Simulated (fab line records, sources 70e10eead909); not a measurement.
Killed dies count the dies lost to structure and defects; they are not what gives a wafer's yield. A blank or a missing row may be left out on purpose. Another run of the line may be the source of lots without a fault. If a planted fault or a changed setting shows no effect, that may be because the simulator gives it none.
Comparing a struck lot with a sound one | flow nandHarc | 42 out of 1159 route steps
Sound: the wafers L156.1, L156.5, L156.6. Struck: wafer L166.3 (left out: L166.5, L166.6 of the same lot, which were not struck); the cause appears at the end.
At each step with rows: each side's tool, then ch and its chambers, then its first start. Under that, the readings that differ: sound wafers | struck wafers | difference of the means | sigmas: that difference in standard deviations of wafers without a fault.
alike: readings with means less than 2 such deviations apart, plus words and numbers identical on both sides. not compared: withheld readings, readings lacking a value on some wafer, bounds such as >300 that could conceal the same value, and numbers that have no deviation in the record and whose values overlap.
A row with sigmas, a row that says differs or no value, or rows on one side alone: a step with any of these is where the two part. When numbers do not overlap yet have no deviation, they are printed without sigmas and do not part them. A reading that every wafer of one side lacks parts them only if that side has two wafers or more.

NHARC_A_BLC_OVL_MEAS_11:
  sound on overlay-01, day 19 08:17; struck on overlay-02, day 22 08:50
  alike: overlayXNm, overlayYNm
NHARC_A_BLC_INSPECT_12:
  sound on defectInspect-02, day 19 08:20; struck on defectInspect-02, day 22 08:52
  alike: rawDefectCount
NHARC_A_BLC_DESCUM_15: chemistry O2, time 3 s.
  sound on rieDiel-01 ch 0,3, day 19 08:24; struck on rieDiel-01 ch 1, day 22 08:57
reading             | sound             | struck | difference | sigmas
oesProductAu (a.u.) | 1.019 1.016 1.003 | 0.974  | -0.039     | -4
  alike: drypumpMotorCurrentA, rfVppV, showerheadPlenumPTorr, throttleValvePct
  not compared: rfHoursCounterH
then, 1 step without rows for these wafers: NHARC_A_BLC_ETCH_16 (etches the open film in CF4, target depth 39 nm, time 65 s).
NHARC_A_BLC_ETCH_17: etches the open film in N2/H2, target depth 390 nm, time 609.38 s.
  sound on rieDiel-01 ch 0,1,2; struck on rieDiel-01 ch 2
  alike: drypumpMotorCurrentA, n2FlowSccm, oesProductAu, rfVppV, showerheadPlenumPTorr, throttleValvePct
  not compared: rfHoursCounterH
then, 1 step without rows for these wafers: NHARC_A_BLC_ETCH_18 (etches the open film in C4F8/O2/Ar, target depth 910 nm).
NHARC_A_BLC_CD_MEAS_19:
  sound on cdSem-03, day 19 09:22; struck on cdSem-02, day 22 09:55
  alike: cdNm
then, 5 steps without rows for these wafers: NHARC_A_BLC_STRIP_29 (strips in CF4); NHARC_A_BLC_STRIP_21 (strips in O2); NHARC_A_BLC_STRIP_22 (strips in post etch residue remover, time 600 s); NHARC_A_BLC_DEGAS_30 (time 60 s); NHARC_A_BLC_PRE_CLEAN_31 (time 15 s).
NHARC_A_BLC_PVD_32: deposits Ti, target thk 5 nm, time 17.7 s.
  sound on pvdSputter-02, day 19 10:05; struck on pvdSputter-02, day 22 10:40
  alike: throttleValvePct
then, 4 steps without rows for these wafers: NHARC_A_BLC_ALD_23 (deposits TiN, target thk 3 nm, pulse time 1 s, ald cycles 150); NHARC_A_BLC_CVD_24 (deposits W, target thk 150 nm, time 434 s); NHARC_A_BLC_CMP_25 (polishes, t overpolish 30 s, target thk 150 nm); NHARC_A_BLC_SRD_27.
NHARC_A_BLC_INSPECT_28:
  sound on defectInspect-01, day 19 12:43; struck on defectInspect-01, day 22 13:19
  alike: rawDefectCount
then, 10 steps without rows for these wafers: NHARC_A_M0_DEP_00 (deposits SiOC, target thk 150 nm); NHARC_A_M0_DEHYDRATE_01 (time 120 s); NHARC_A_M0_HMDS_02 (time 30 s); NHARC_A_M0_COAT_33 (time 65 s); NHARC_A_M0_COAT_03 (resist thk 90 nm); NHARC_A_M0_SOFTBAKE_04 (time 55 s); NHARC_A_M0_EBR_05; NHARC_A_M0_EXPOSE_06 (exposes mask A M0, target cd 80 nm); NHARC_A_M0_PEB_07 (peb time 65 s); NHARC_A_M0_DEVELOP_08 (develop time 35 s).
NHARC_A_M0_CD_MEAS_09 targets a cd of 80 nm.
  the record has rows for the sound wafers here (cdSem-02 ch 0, day 19 13:37) and none for the struck ones
NHARC_A_M0_OVL_MEAS_10: pitch 160 nm.
  the record holds rows for the sound wafers here (overlay-02, day 19 13:43) but none for the struck ones
NHARC_A_M0_INSPECT_11:
  the record holds rows for the sound wafers here (defectInspect-01, day 19 13:46) but none for the struck ones
then, 2 steps without rows for these wafers: NHARC_A_M0_DESCUM_14 (chemistry O2, time 3 s); NHARC_A_M0_ETCH_34 (etches the open film in N2/H2, target depth 40 nm, overetch 12 nm, time 43.94 s).
NHARC_A_M0_ETCH_15: etches the open film in C4F8/Ar, target depth 150 nm, overetch 15 nm, time 82.5 s.
  the record has rows for the sound wafers here (rieDiel-12 ch 1,2) and none for the struck ones
NHARC_A_M0_CD_MEAS_16:
  the record holds rows for the sound wafers here (cdSem-03, day 19 14:08) but none for the struck ones
then, 3 steps without rows for these wafers: NHARC_A_M0_STRIP_18 (strips in N2/H2); NHARC_A_M0_STRIP_19 (strips in post etch residue remover, time 600 s); NHARC_A_M0_DEGAS_28 (time 60 s).
NHARC_A_M0_PRE_CLEAN_29: time 30 s.
  the record has rows for the sound wafers here (pvdSputter-01) and none for the struck ones
NHARC_A_M0_PVD_20: deposits TaN, target thk 5 nm, time 8.06 s.
  the record has rows for the sound wafers here (pvdSputter-01) and none for the struck ones
then, 1 step without rows for these wafers: NHARC_A_M0_PVD_21 (deposits Cu, target thk 30 nm, time 20.49 s).
NHARC_END_SORT_01:
  sound on prober-01 ch 0, day 21 08:38; struck on prober-01 ch 0, day 24 09:11
reading           | sound    | struck | difference | sigmas
killedAtArray     | 26 28 20 | 677    | +652       | +54
killedAtPeriphery | 8 2 5    | 0      | -5         | -2
killedDies        | 34 30 26 | 677    | +647       | +59
  alike: killedAtOther, killedOpen, killedShort

== WHERE THEY PART ==
At NHARC_A_BLC_DESCUM_15 first; at NHARC_END_SORT_01 last (within this record only).

WHY: whatever the simulator had introduced
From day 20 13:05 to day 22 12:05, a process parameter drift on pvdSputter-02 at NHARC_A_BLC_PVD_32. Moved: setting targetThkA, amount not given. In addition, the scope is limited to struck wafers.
